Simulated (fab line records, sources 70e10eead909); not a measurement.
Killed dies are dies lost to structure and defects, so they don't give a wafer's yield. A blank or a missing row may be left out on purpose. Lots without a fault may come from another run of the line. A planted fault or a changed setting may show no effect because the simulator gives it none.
fab line records | flow nand_harc
record lots=6 wafers=18 last_day=32
route steps=1302 shown P_M2@330 P_BONDPAD@351 END@1302
lots that met no fault: from a run of the same line without faults
start_h: hours from the record's first day to the start of the lot's first wafer shown | wait_h: hours since the lot's step before | " the same as in the row above | L1.1+2: a row that stands for several wafers | - no value, or no start given | * or withheld: withheld | < > ~ a bound
route shown NAME@n: a module of which the file shows steps, and the number in the route of the first | usual: mean/standard deviation of fault-free wafers | same: alike in all rows | chamber/n: place in a boat | sites: the reading at each site | _std_site: their standard deviation | _edge_site: outer sites' mean less inner sites' | radius_mm: how far each site lies from the wafer's centre | mask NAME#n: copy n | behind: the tool/chamber that last shaped the wafer | hold: why the lot was held/for how many hours/how that ended | device: the transistor (n, p or np) that didn't switch | end of line: the same wafers' tests at the end of the route | a step without rows: its recipe alone | killed: dies lost to structure and defects at the first sort, not the wafer's yield | map: a wafer's dies, x killed, . not, _ none there
set.NAME: the setting as run; set.NAME@STEP: as run at that earlier step | model.NAME: the simulator's own value behind a step, which no gauge read
lots at some steps of the route; a table a step, a row a wafer
services: from which hour (start_h, from the record's first day; less than 0 if before it) a tool's chamber was out of use, for how many hours, and why
## steps
# step NHARC_P_M2_INSPECT_11
# usual raw_defect_count=5/3.1
# columns lot.wafer tool chamber start_h wait_h raw_defect_count
L246.1 defect_inspect-02 - 139.20 0.0 7
L246.2 " - " " 5
L246.4 " - " " 7
L249.2 defect_inspect-01 - 164.97 0.0 5
L249.3 " - " " 4
L249.6 " - " " 3
L253.1 defect_inspect-01 - 200.12 0.0 6
L253.2 " - " " 4
L253.4 " - " " 1
L254.2 defect_inspect-01 - 211.59 0.0 4
L254.3 " - " " 6
L254.5 " - " " 7
L262.1 defect_inspect-02 - 292.45 0.0 2
L262.3 " - " " 7
L262.4 " - " " 5
L268.2 defect_inspect-02 - 350.55 0.0 15
L268.5 " - " " 13
L268.6 " - " " 8
# step NHARC_P_M2_DESCUM_14
# recipe time_s=3 o2_flow_sccm=200 ar_flow_sccm=0 bias_power_w=0 chemistry=O2
# step NHARC_P_M2_ETCH_35
# recipe target_depth_a=400 overetch_a=120 time_s=43.94 ion_energy_ev=200 n2_flow_sccm=150 h2_flow_sccm=150 ar_flow_sccm=0 rf_w=400 bias_w=150 chemistry=N2/H2
# step NHARC_P_M2_ETCH_15
# recipe target_depth_a=1825 time_s=91.2 c4f8_flow_sccm=withheld ar_flow_sccm=400 rf_w=600 bias_w=300 chemistry=C4F8/Ar
# step NHARC_P_M2_CD_MEAS_16
# usual cd_nm=169.4/1.1
# columns lot.wafer tool chamber start_h wait_h cd_nm
L246.1 cd_sem-02 - 139.56 - 167.9
L246.2 " - " " 171.0
L246.4 " - " " 167.7
L249.2 cd_sem-02 - 165.33 - 168.4
L249.3 " - " " 169.6
L249.6 " - " " 170.0
L253.1 cd_sem-01 - 200.48 - 167.6
L253.2 " - " " 169.7
L253.4 " - " " 168.5
L254.2 cd_sem-02 - 211.96 - 169.2
L254.3 " - " " 168.9
L254.5 " - " " 169.1
L262.1 cd_sem-01 - 292.82 - 170.0
L262.3 " - " " 169.2
L262.4 " - " " 169.0
L268.2 cd_sem-02 - 350.92 - 171.0
L268.5 " - " " 170.8
L268.6 " - " " 168.0
# step NHARC_P_M2_STRIP_18
# recipe power_w=1000 n2_flow_sccm=150 h2_flow_sccm=150 ar_flow_sccm=0 bias_w=0 chemistry=N2/H2
# step NHARC_P_M2_ETCH_28
# recipe target_depth_a=300 over_etch_frac=0.3 time_s=72.99 ion_energy_ev=150 cf4_flow_sccm=50 n2_flow_sccm=100 ar_flow_sccm=150 rf_w=300 bias_w=100 chemistry=CF4/N2
# step NHARC_P_M2_STRIP_19
# recipe time_s=600 temp_c=30 chemistry=post_etch_residue_remover
# step NHARC_P_M2_DEGAS_29
# recipe temp_c=250 time_s=60
# step NHARC_P_M2_PRE_CLEAN_30
# recipe time_s=30 temp_c=280 gas=H2/He
# step NHARC_P_M2_PVD_20
# recipe target_thk_a=50 bias_v=168.6 power_w=15000 chamber_pressure_pa=0.12 time_s=8.06 substrate_temp_c=50 material=TaN
# usual throttle_valve_pct=30.1/1.1
# same time_s=8.06
# columns lot.wafer tool chamber start_h wait_h throttle_valve_pct
L246.1 pvd_sputter-02 - - - 29.4
L246.4 " - " " 30.0
L246.2 " - " " 30.8
L249.2 pvd_sputter-01 - - - 29.7
L249.3 " - " " 30.1
L249.6 " - " " 29.8
L253.2 pvd_sputter-02 - - - 29.4
L253.1 " - " " 30.1
L253.4 " - " " 30.9
L254.2 pvd_sputter-03 - - - 29.3
L254.3 " - " " 30.3
L254.5 " - " " 30.0
L262.4 pvd_sputter-03 - - - 32.8
L262.1 " - " " 29.4
L262.3 " - " " 30.1
L268.2 pvd_sputter-01 - - - 29.0
L268.5 " - " " 29.1
L268.6 " - " " 29.1
# step NHARC_P_M2_PVD_21
# recipe target_thk_a=300 chamber_pressure_pa=5 power_w=5000 substrate_temp_c=30 time_s=20.49 material=Cu
# step NHARC_P_M2_ECD_22
# recipe target_thk_a=4000 bath_temp_c=25 material=Cu
# columns lot.wafer tool chamber start_h wait_h
L246.1+2+4 ecd_cu-01 0,1,0 140.63 -
L249.2+3+6 ecd_cu-02 0 166.47 -
L253.2+1+4 ecd_cu-01 0,1,1 201.56 -
L254.2+3+5 ecd_cu-01 0,1,0 213.08 -
L262.1+4+3 ecd_cu-02 0,1,0 293.95 -
L268.2+6+5 ecd_cu-02 1,0,1 352.04 -
# step NHARC_P_M2_ANNEAL_31
# recipe temp_c=225 time_s=90
# usual wafer_temp_C_max=226.2/0.3
# same time_s=90
# columns lot.wafer tool chamber start_h wait_h wafer_temp_C_max
L246.1 rtp_anneal-02 0 141.01 0.3 226.0
L246.2 " 0 " " 226.2
L246.4 " 0 " " 225.9
L249.2 rtp_anneal-01 0 166.85 0.3 225.9
L249.3 " 0 " " 226.4
L249.6 " 0 " " 226.3
L253.1 rtp_anneal-01 0 201.94 0.3 227.1
L253.2 " 0 " " 226.5
L253.4 " 0 " " 226.2
L254.2 rtp_anneal-01 0 213.47 0.3 226.0
L254.3 " 0 " " 226.1
L254.5 " 0 " " 225.9
L262.1 rtp_anneal-02 0 294.29 0.3 226.3
L262.3 " 0 " " 226.7
L262.4 " 0 " " 226.1
L268.2 rtp_anneal-01 0 352.41 - 226.2
L268.5 " 0 " " 226.3
L268.6 " 0 " " 226.1
# step NHARC_P_M2_CMP_23
# recipe t_overpolish_s=20 target_thk_nm=144.3
# step NHARC_P_M2_THK_MEAS_24
# recipe thk_meas_gauge=xrf
# usual thk_nm=144.6/1.6
# columns lot.wafer tool chamber start_h wait_h thk_nm
L246.1 film_metro-02 - 141.68 - 146.4
L246.2 " - " " 145.8
L246.4 " - " " 143.8
L249.2 film_metro-01 - 167.47 - 143.8
L249.3 " - " " 144.8
L249.6 " - " " 144.8
L253.1 film_metro-02 - 202.60 - 146.6
L253.2 " - " " 144.6
L253.4 " - " " 143.3
L254.2 film_metro-01 - 214.07 - 144.7
L254.3 " - " " 145.3
L254.5 " - " " 144.3
L262.1 film_metro-02 - 294.94 - 144.0
L262.3 " - " " 146.9
L262.4 " - " " 144.9
L268.2 film_metro-02 - 353.02 - 142.3
L268.5 " - " " 141.0
L268.6 " - " " 142.2
# step NHARC_P_M2_SRD_25
# step NHARC_P_M2_PRE_CLEAN_32
# recipe time_s=12 temp_c=370 rf_power_w=300 gas=NH3
# step NHARC_P_M2_DEP_33
# recipe target_thk_a=300 temp_c=370 target_thk_nm=30 pressure_torr=3 flow_sccm=200 rf_w=450 material=SiCN
# step NHARC_P_BONDPAD_DEP_00
# recipe target_thk_a=2500 temp_c=370 target_thk_nm=250 pressure_torr=3 flow_sccm=200 rf_w=450 material=SiCN
# usual heater_power_outer_w=337/61 heater_power_w=592/79
# columns lot.wafer tool chamber start_h wait_h heater_power_outer_w heater_power_w
L246.2 pecvd-04 1 - - 373 618
L246.1 " 2 " " 401 730
L246.4 " 1 " " 384 644
L249.3 pecvd-04 1 168.18 - 385 641
L249.2 " 0 " " 348 640
L249.6 " 2 " " 362 675
L253.1 pecvd-04 2 203.31 - 373 689
L253.2 " 1 " " 416 649
L253.4 " 0 " " 372 677
L254.2 pecvd-04 2 - - 398 716
L254.3 " 1 " " 447 694
L254.5 " 0 " " 310 597
L262.1 pecvd-03 2 295.66 - 298 513
L262.3 " 1 " " 319 521
L262.4 " 1 " " 331 548
L268.2 pecvd-03 1 - - 316 534
L268.5 " 2 " " 335 553
L268.6 " 0 " " 338 598
# step NHARC_P_BONDPAD_CMP_32
# recipe target_thk_nm=200 material=SiCN
# usual motor_current_A=12.3/1.1
# columns lot.wafer tool chamber start_h wait_h motor_current_A
L246.4 cmp-04 3 142.78 - 11.3
L246.2 " 1 " " 13.9
L246.1 " 2 " " 12.6
L249.2 cmp-02 1 168.62 - 12.7
L249.3 " 3 " " 10.8
L249.6 " 1 " " 12.5
L253.2 cmp-03 0 203.72 - 14.3
L253.1 " 2 " " 10.7
L253.4 " 3 " " 13.3
L254.3 cmp-04 0 215.19 - 11.6
L254.2 " 1 " " 14.3
L254.5 " 3 " " 11.7
L262.3 cmp-03 1 296.06 - 11.1
L262.4 " 3 " " 12.9
L262.1 " 0 " " 13.8
L268.2 cmp-02 0 354.13 - 13.0
L268.5 " 0 " " 12.8
L268.6 " 1 " " 12.2
# step NHARC_P_BONDPAD_THK_MEAS_33
# recipe thk_meas_gauge=ellipsometry
# usual thk_nm=199.9/1.6
# columns lot.wafer tool chamber start_h wait_h thk_nm
L246.1 film_metro-02 - 143.03 0.1 197.7
L246.2 " - " " 198.0
L246.4 " - " " 198.5
L249.2 film_metro-02 - 168.85 0.2 200.6
L249.3 " - " " 201.6
L249.6 " - " " 199.6
L253.1 film_metro-01 - 203.97 0.2 200.8
L253.2 " - " " 199.9
L253.4 " - " " 200.2
L254.2 film_metro-01 - 215.42 0.2 199.7
L254.3 " - " " 199.6
L254.5 " - " " 201.2
L262.1 film_metro-02 - 296.32 0.2 198.6
L262.3 " - " " 202.8
L262.4 " - " " 198.0
L268.2 film_metro-01 - 354.38 0.2 198.3
L268.5 " - " " 199.5
L268.6 " - " " 199.0
# step NHARC_P_BONDPAD_SRD_34
# step NHARC_P_BONDPAD_DEHYDRATE_01
# recipe temp_c=150 time_s=120
# step NHARC_P_BONDPAD_HMDS_02
# recipe time_s=30
# step NHARC_P_BONDPAD_COAT_36
# recipe temp_c=200 time_s=65
# step NHARC_P_BONDPAD_COAT_03
# recipe spin_rpm=2000 resist_thk_nm=600
# step NHARC_P_BONDPAD_SOFTBAKE_04
# recipe temp_c=125 time_s=70
# step NHARC_P_BONDPAD_EBR_05
# step NHARC_P_BONDPAD_EXPOSE_06
# recipe na=0.55 dose_mj=37.06 mask_id=P_BPAD
# step NHARC_P_BONDPAD_PEB_07
# recipe peb_temp_c=128 peb_time_s=80
# step NHARC_P_BONDPAD_DEVELOP_08
# recipe time_s=50 dev_temp_c=22
# step NHARC_P_BONDPAD_CD_MEAS_09
# recipe target_cd_nm=500 landing_energy_ev=500
# usual cd_nm=501.4/2.9
# columns lot.wafer tool chamber start_h wait_h cd_nm
L246.1 cd_sem-03 0 143.59 - 502.7
L246.2 " 0 " " 500.2
L246.4 " 0 " " 497.8
L249.2 cd_sem-01 0 169.42 - 501.5
L249.3 " 0 " " 499.1
L249.6 " 0 " " 499.7
L253.1 cd_sem-02 0 204.53 - 503.0
L253.2 " 0 " " 499.4
L253.4 " 0 " " 505.7
L254.2 cd_sem-03 0 215.86 - 500.0
L254.3 " 0 " " 495.5
L254.5 " 0 " " 502.5
L262.1 cd_sem-02 0 296.89 - 503.2
L262.3 " 0 " " 499.3
L262.4 " 0 " " 506.4
L268.2 cd_sem-02 0 354.82 - 504.3
L268.5 " 0 " " 501.5
L268.6 " 0 " " 498.5
# step NHARC_P_BONDPAD_OVL_MEAS_38
# usual overlay_x_nm=-1/4.6 overlay_y_nm=0/6.6
# columns lot.wafer tool chamber start_h wait_h overlay_x_nm overlay_y_nm
L246.1 overlay-02 - 143.68 - 10 4
L246.2 " - " " 9 4
L246.4 " - " " 9 4
L249.2 overlay-01 - 169.50 - -2 4
L249.3 " - " " -2 3
L249.6 " - " " -2 4
L253.1 overlay-01 - 204.62 - 6 3
L253.2 " - " " 6 3
L253.4 " - " " 6 3
L254.2 overlay-01 - 215.95 - -5 -15
L254.3 " - " " -5 -15
L254.5 " - " " -5 -15
L262.1 overlay-01 - 296.98 - -1 -5
L262.3 " - " " 0 -6
L262.4 " - " " -1 -5
L268.2 overlay-01 - 354.91 - -5 12
L268.5 " - " " -5 13
L268.6 " - " " -5 13
# step NHARC_P_BONDPAD_HARDBAKE_10
# recipe temp_c=118 time_s=65
# step NHARC_P_BONDPAD_DESCUM_11
# recipe time_s=3 o2_flow_sccm=200 ar_flow_sccm=0 bias_power_w=0 chemistry=O2
# step NHARC_P_BONDPAD_ETCH_37
# recipe target_depth_a=600 overetch_a=180 time_s=65.91 ion_energy_ev=200 n2_flow_sccm=150 h2_flow_sccm=150 ar_flow_sccm=0 rf_w=400 bias_w=150 chemistry=N2/H2
# step NHARC_P_BONDPAD_ETCH_12
# recipe target_depth_a=2000 time_s=100 chf3_flow_sccm=50 o2_flow_sccm=10 ar_flow_sccm=200 rf_w=500 bias_w=200 chemistry=CHF3/O2
# step NHARC_P_BONDPAD_CD_MEAS_13
# usual cd_nm=501/3.1
# columns lot.wafer tool chamber start_h wait_h cd_nm
L246.1 cd_sem-03 - 144.17 - 503
L246.2 " - " " 500
L246.4 " - " " 497
L249.2 cd_sem-01 - 169.94 - 500
L249.3 " - " " 499
L249.6 " - " " 498
L253.1 cd_sem-03 - 205.11 - 502
L253.2 " - " " 499
L253.4 " - " " 505
L254.2 cd_sem-01 - 216.39 - 497
L254.3 " - " " 495
L254.5 " - " " 501
L262.1 cd_sem-02 - 297.47 - 502
L262.3 " - " " 500
L262.4 " - " " 506
L268.2 cd_sem-01 - 355.35 - 507
L268.5 " - " " 499
L268.6 " - " " 497
# step NHARC_P_BONDPAD_STRIP_15
# recipe o2_flow_sccm=500 ar_flow_sccm=0 bias_w=0 chemistry=O2
# usual drypump_motor_current_A=5.5/0.49 oes_product_au=0.995/0.014 rf_vpp_V=58.0/0.79 showerhead_plenum_p_Torr=3.58/0.1 throttle_valve_pct=17.036/0.0095
# columns lot.wafer tool chamber start_h wait_h drypump_motor_current_A oes_product_au rf_hours_counter_h rf_vpp_V showerhead_plenum_p_Torr throttle_valve_pct
L246.2 rie_diel-05 2 144.24 0.1 6.0 1.026 2.7 59.2 3.68 17.057
L246.1 " 0 " " 6.3 0.996 3.2 57.6 3.47 17.039
L246.4 " 1 " " 5.7 1.007 2.9 58.6 3.58 17.045
L249.2 rie_diel-04 3 170.03 0.1 5.5 1.004 4.5 58.5 3.52 17.044
L249.3 " 1 " " 5.3 0.995 4.9 57.5 3.75 17.043
L249.6 " 3 " " 5.5 1.006 - 59.1 3.52 17.037
L253.2 rie_diel-06 3 205.20 0.1 5.5 0.989 2.0 57.1 3.70 17.030
L253.4 " 0 " " 5.3 0.979 3.3 58.8 3.54 17.043
L253.1 " 1 " " 5.1 0.967 3.7 58.9 3.67 17.040
L254.2 rie_diel-04 1 216.46 0.1 5.3 0.973 0.1 59.0 3.75 17.019
L254.3 " 3 " " 5.6 0.983 0.5 59.1 3.52 17.029
L254.5 " 1 " " 5.3 0.969 - 57.8 3.75 17.041
L262.1 rie_diel-04 3 297.55 0.1 5.6 1.008 3.0 58.4 3.52 17.047
L262.3 " 0 " " 4.9 0.996 3.5 58.2 3.56 17.059
L262.4 " 2 " " 5.6 0.998 3.5 58.0 3.61 17.046
L268.2 rie_diel-05 1 355.44 0.1 5.7 1.013 4.1 57.8 3.58 17.035
L268.5 " 0 " " 6.3 1.010 - 56.6 3.46 17.029
L268.6 " 1 " " 5.7 1.002 - 57.5 3.58 17.022
# step NHARC_END_SORT_01
# recipe temp_c=25
# usual defect_limited_yield=90.9/2.4 killed_at_array=56/17 killed_at_other=1.2/1.4 killed_at_periphery=4/3.2 killed_dies=61/16 killed_open=3.6/2.1 killed_short=2.7/1.8
# same gross_dies=677
# columns lot.wafer tool chamber start_h wait_h defect_limited_yield[%] killed_at_array killed_at_other killed_at_periphery killed_dies killed_open killed_short
L246.1 prober-01 0 559.53 2.5 95.0 30 0 4 34 3 3
L246.2 prober-01 0 560.32 2.8 93.8 36 0 6 42 6 4
L246.4 prober-01 0 561.90 3.4 92.9 43 0 5 48 4 6
L249.2 prober-02 0 594.72 2.8 92.2 45 5 3 53 3 1
L249.3 prober-02 0 595.52 3.1 91.6 50 5 2 57 4 4
L249.6 prober-02 0 597.92 4.0 91.6 50 4 3 57 4 2
L253.1 prober-01 0 641.02 2.5 63.5 28 0 219 247 0 6
L253.2 prober-01 0 641.82 2.8 59.2 52 0 224 276 6 4
L253.4 prober-01 0 643.43 3.4 64.5 35 0 205 240 4 4
L254.2 prober-02 0 641.85 2.8 55.8 75 0 224 299 0 1
L254.3 prober-02 0 642.65 3.1 59.7 79 0 194 273 1 1
L254.5 prober-02 0 644.25 3.7 57.2 69 0 221 290 3 1
L262.1 prober-02 0 721.63 2.5 90.5 59 1 4 64 5 2
L262.3 prober-02 0 723.21 3.1 90.0 64 1 3 68 1 4
L262.4 prober-02 0 724.01 3.4 88.9 70 2 3 75 3 0
L268.2 prober-01 0 771.83 2.8 88.5 60 4 14 78 4 5
L268.5 prober-01 0 774.22 3.7 88.9 64 1 10 75 6 3
L268.6 prober-01 0 775.02 4.0 91.3 50 4 5 59 2 1
# killed by level:class
L246.1 A_SLIT:chamber_film_flake=18 P_ZERO_WELL:chamber_film_flake=3 A_M0:geometric_particle:open=2 A_CHANNEL_FILL_D1:geometric_particle:open=1 A_ONON_D2:geometric_particle:short=1 A_CONTACT:geometric_particle:short=1 A_M0:geometric_particle:short=1 P_BONDPAD:chamber_film_flake=1
L246.2 A_SLIT:chamber_film_flake=18 A_CHANNEL_HOLE_D2:chamber_film_flake=5 A_STAIRCASE:chamber_film_flake=4 P_CONTACT:geometric_particle:open=2 P_M0:geometric_particle:short=2 A_CHANNEL_FILL_D2:chamber_film_flake=2 P_STI:geometric_particle:short=1 A_SOURCE_PLATE:geometric_particle:open=1
L246.4 A_SLIT:chamber_film_flake=22 A_CHANNEL_HOLE_D2:chamber_film_flake=6 P_CONTACT:geometric_particle:open=2 A_ONON_D2:geometric_particle:short=2 P_BONDPAD:chamber_film_flake=2 A_CHANNEL_FILL_D1:chamber_film_flake=2 P_ZERO_WELL:geometric_particle:short=1 A_SOURCE_PLATE:geometric_particle:short=1
L249.2 A_CHANNEL_HOLE_D1:chamber_film_flake=33 A_CHANNEL_HOLE_D2:chamber_film_flake=7 THIN_TSV:chamber_film_flake=5 A_STAIRCASE:chamber_film_flake=3 P_M0:geometric_particle:open=1 P_BONDPAD:geometric_particle:open=1 A_WL_FILL:geometric_particle:short=1 A_BLC:geometric_particle:open=1
L249.3 A_CHANNEL_HOLE_D1:chamber_film_flake=24 A_CHANNEL_HOLE_D2:chamber_film_flake=13 THIN_TSV:chamber_film_flake=4 A_CONTACT:chamber_film_flake=3 A_CHANNEL_FILL_D1:chamber_film_flake=2 P_M0:geometric_particle:short=1 A_ONON_D1:geometric_particle:open=1 A_CHANNEL_FILL_D1:geometric_particle:short=1
L249.6 A_CHANNEL_HOLE_D1:chamber_film_flake=36 A_CHANNEL_HOLE_D2:chamber_film_flake=7 THIN_TSV:chamber_film_flake=4 P_CONTACT:geometric_particle:open=1 P_CONTACT:geometric_particle:short=1 A_ONON_D1:geometric_particle:open=1 A_CHANNEL_HOLE_D1:geometric_particle:open=1 A_BLC:geometric_particle:short=1
L253.1 P_M2:unspecified=215 A_CHANNEL_HOLE_D2:chamber_film_flake=17 A_DECK1_JOINT:geometric_particle:short=2 P_CONTACT:chamber_film_flake=2 A_SLIT:chamber_film_flake=2 A_WL_FILL:chamber_film_flake=2 P_CONTACT:geometric_particle:short=1 A_ONON_D1:geometric_particle:short=1
L253.2 P_M2:unspecified=221 A_CHANNEL_HOLE_D2:chamber_film_flake=35 A_CHANNEL_HOLE_D1:chamber_film_flake=3 P_M0:geometric_particle:open=2 A_CHANNEL_FILL_D1:geometric_particle:short=2 A_WL_FILL:chamber_film_flake=2 A_ONON_D1:geometric_particle:short=1 A_CHANNEL_FILL_D1:geometric_particle:open=1
L254.2 P_M2:unspecified=220 A_SLIT:chamber_film_flake=32 A_CHANNEL_HOLE_D1:chamber_film_flake=24 A_CHANNEL_HOLE_D2:chamber_film_flake=11 A_STAIRCASE:chamber_film_flake=2 P_ZERO_WELL:chamber_film_flake=2 A_WL_FILL:chamber_film_flake=2 A_CHANNEL_HOLE_D1:geometric_particle:short=1
L254.3 P_M2:unspecified=192 A_CHANNEL_HOLE_D1:chamber_film_flake=33 A_SLIT:chamber_film_flake=29 A_CHANNEL_HOLE_D2:chamber_film_flake=10 A_WL_FILL:chamber_film_flake=3 P_M0:chamber_film_flake=2 A_DECK1_JOINT:geometric_particle:short=1 A_DECK1_JOINT:geometric_particle:open=1
L253.4 P_M2:unspecified=203 A_CHANNEL_HOLE_D2:chamber_film_flake=19 A_CHANNEL_HOLE_D1:chamber_film_flake=4 A_WL_FILL:chamber_film_flake=3 A_SLIT:chamber_film_flake=3 P_STI:geometric_particle:open=1 P_CONTACT:geometric_particle:open=1 A_ONON_D1:geometric_particle:short=1
L254.5 P_M2:unspecified=217 A_SLIT:chamber_film_flake=23 A_CHANNEL_HOLE_D1:chamber_film_flake=22 A_CHANNEL_HOLE_D2:chamber_film_flake=10 A_WL_FILL:chamber_film_flake=3 A_CONTACT:chamber_film_flake=3 P_ZERO_WELL:chamber_film_flake=2 A_CHANNEL_FILL_D1:chamber_film_flake=2
L262.1 A_SLIT:chamber_film_flake=28 A_CHANNEL_HOLE_D1:chamber_film_flake=23 A_STAIRCASE:chamber_film_flake=3 P_M0:geometric_particle:open=2 P_CONTACT:geometric_particle:short=1 A_SOURCE_PLATE:geometric_particle:open=1 A_CHANNEL_HOLE_D1:geometric_particle:open=1 A_CHANNEL_FILL_D2:geometric_particle:open=1
L262.3 A_SLIT:chamber_film_flake=35 A_CHANNEL_HOLE_D1:chamber_film_flake=20 A_STAIRCASE:chamber_film_flake=4 A_WL_FILL:geometric_particle:short=2 P_M0:chamber_film_flake=2 A_CHANNEL_HOLE_D1:geometric_particle:short=1 A_CHANNEL_FILL_D1:geometric_particle:short=1 A_CHANNEL_FILL_D1:geometric_particle:open=1
L262.4 A_SLIT:chamber_film_flake=33 A_CHANNEL_HOLE_D1:chamber_film_flake=28 THIN_TSV:chamber_film_flake=2 P_M0:chamber_film_flake=2 A_STAIRCASE:chamber_film_flake=2 A_WL_FILL:chamber_film_flake=2 A_CHANNEL_FILL_D2:chamber_film_flake=1 A_DECK1_JOINT:geometric_particle:open=1
L268.2 A_SLIT:chamber_film_flake=25 A_CHANNEL_HOLE_D1:chamber_film_flake=16 P_STI:chamber_film_flake=8 A_CONTACT:chamber_film_flake=4 THIN_TSV:chamber_film_flake=4 P_GATE:chamber_film_flake=3 A_CHANNEL_FILL_D2:chamber_film_flake=3 A_STAIRCASE:chamber_film_flake=3
L268.5 A_SLIT:chamber_film_flake=28 A_CHANNEL_HOLE_D1:chamber_film_flake=21 P_STI:chamber_film_flake=4 P_ZERO_WELL:chamber_film_flake=3 P_GATE:chamber_film_flake=3 A_ONON_D1:geometric_particle:open=2 A_CHANNEL_FILL_D1:geometric_particle:short=2 A_DECK1_JOINT:chamber_film_flake=2
L268.6 A_SLIT:chamber_film_flake=25 A_CHANNEL_HOLE_D1:chamber_film_flake=9 A_CONTACT:chamber_film_flake=7 A_CHANNEL_FILL_D2:chamber_film_flake=5 THIN_TSV:chamber_film_flake=4 P_STI:chamber_film_flake=3 P_GATE:chamber_film_flake=2 A_ONON_D1:geometric_particle:open=1
# map L253.2 (x killed, . not)
____________.____________
_________..x..x._________
_______....x.....x_______
______..x.x..xx.x..______
_____.xxxx.xx..xx..._____
____...x.xxx.xx...xx.____
____..x......x.....xx____
___..x....x...xx......___
___x..x..x.x.x.xxx..xx___
__x..x..x..x..xx..xx...__
__x.xx..x..x.....xx..x.__
_x..x.x.......x...x.xxx._
_.x..xx...x.xxxxx.xx.xx._
_...x.x.xx.xxxxx...x...._
_...x.x...xxx.xxx.x.x..._
_..x.x.xx..xxxx.xxx...x._
...xx.....x.xxx..xxx....x
x.x...x..xxxxxxx....x.x..
.xx.x.x..xxxxxx..xxxx....
x.x...x...xxx.x.x.xxxx..x
x...x..xx..xx.x.xx.......
_..xxx.x.x.xxxxxxxxx.x.._
_x....x....x..xx..xx..x._
_....xx.xx.x.x..x..x..x._
_x.x.xx..x.x.x.x...xx.x._
_...xxxxx.x.xx..xx.x...._
__.......xx...xxx.x.x..__
__...xxx..x.x....xx....__
___x...xx.x...xx...xx.___
___..x...x..x.x..x....___
____...x.x.......x..x____
____..xx.x.....xx....____
_____x..xx....x..x.x_____
______....x.x.....x______
_______.x..xxxx..._______
_________....xx._________
____________.____________
# map L254.2 (x killed, . not)
____________.____________
_________.x.xxx._________
_______..x..x...x._______
______..xxx...x...x______
_____.x.x.....xx.x.._____
____.x..xx..x....x...____
____.x..xx..x..x..x..____
___....x...x...x..x...___
___............xx.....___
__x..x...x.x.x.xx..x..x__
__..x.x.......x.x....xx__
_.x.xx....x...xxx.....x._
_.x...xx.x...x..xx.x...._
_x.xxx.xx...xx.xxxxx.x.._
_........x..xxxxx.x....._
_..x.x....xxxxxxxx.....x_
xx..x.xxxxxx.xxxxx...x...
....x...xx.xxxxxx..x.....
xx..........xxxx.x.x...x.
x.x....x..xxxxx..x...xx..
..xx..xxx.xx.x..x...xx.x.
_.xx..x...xxx.x...x.xxx._
_..x.xx...xx.x.xxxxxxxx._
_..x.xx.xxxxx..xxxxxxxx._
_.x....x.x..x.xx.xxxxxxx_
_.xx...x.x...x.x.xxxxxx._
__.....x....x.x...xx..x__
__xxx.x.....x..xxxxxxx.__
___......xxx.x...xxxxx___
___x.x..x...x..xx.xx.x___
____..xxx.xxxxx.xxx.x____
____xxxx.....xx.xxxx.____
_____...xx..xxxxxx.._____
______.x..xx..x..xx______
_______x..x....xx._______
_________..x.x.._________
____________x____________
## services
# columns tool chamber start_h hours kind
ecd_cu-01 - 126.71 4.4 repair
pecvd-04 1 131.08 9.2 repair
cmp-02 - 134.50 4.0 pm
cmp-03 - 143.97 6.7 repair
rie_diel-04 3 154.68 3.9 repair
pecvd-04 - 155.67 0.7 repair
cmp-03 - 162.00 4.0 pm
ecd_cu-01 - 162.22 8.0 pm
pecvd-03 0 169.76 4.0 repair
pvd_sputter-03 - 170.00 10.0 pm
rie_diel-04 - 177.93 9.0 pm
rie_diel-04 1 190.74 25.3 repair
rie_diel-04 2 192.19 5.4 repair
rie_diel-04 3 196.36 3.9 repair
pecvd-04 - 226.58 1.4 repair
ecd_cu-01 - 240.95 1.7 repair
ecd_cu-02 - 244.00 8.0 pm
ecd_cu-02 - 255.87 5.4 repair
pecvd-04 - 269.30 13.0 pm
ecd_cu-01 - 306.60 1.7 repair
rie_diel-04 2 312.69 9.3 repair
ecd_cu-01 - 338.36 8.0 pm
rie_diel-04 1 343.75 5.5 repair
rie_diel-04 - 354.93 9.0 pm
## key
first_sign step=NHARC_END_SORT_01 reading=killed_at_periphery direction=up sigmas=66 usual=4 struck=214
effect step=NHARC_END_SORT_01 reading=defect_limited_yield direction=down sigmas=13 usual=90.9 struck=60.0
more_kills_born_at NHARC_P_M2_ECD_22@ecd_cu-01=1268
met_at NHARC_P_M2_ECD_22
struck_wafers L253.1,L253.2,L253.4,L254.2,L254.3,L254.5
onset_between 140.63 201.56
also_fits NHARC_P_BONDPAD_DEP_00:pecvd-04
fault kind=chamber_particle_source tool=ecd_cu-01 chamber=- onset_h=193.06 steps=NHARC_P_M2_ECD_22 rate_per_visit_cm2=0.41585 end_h=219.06
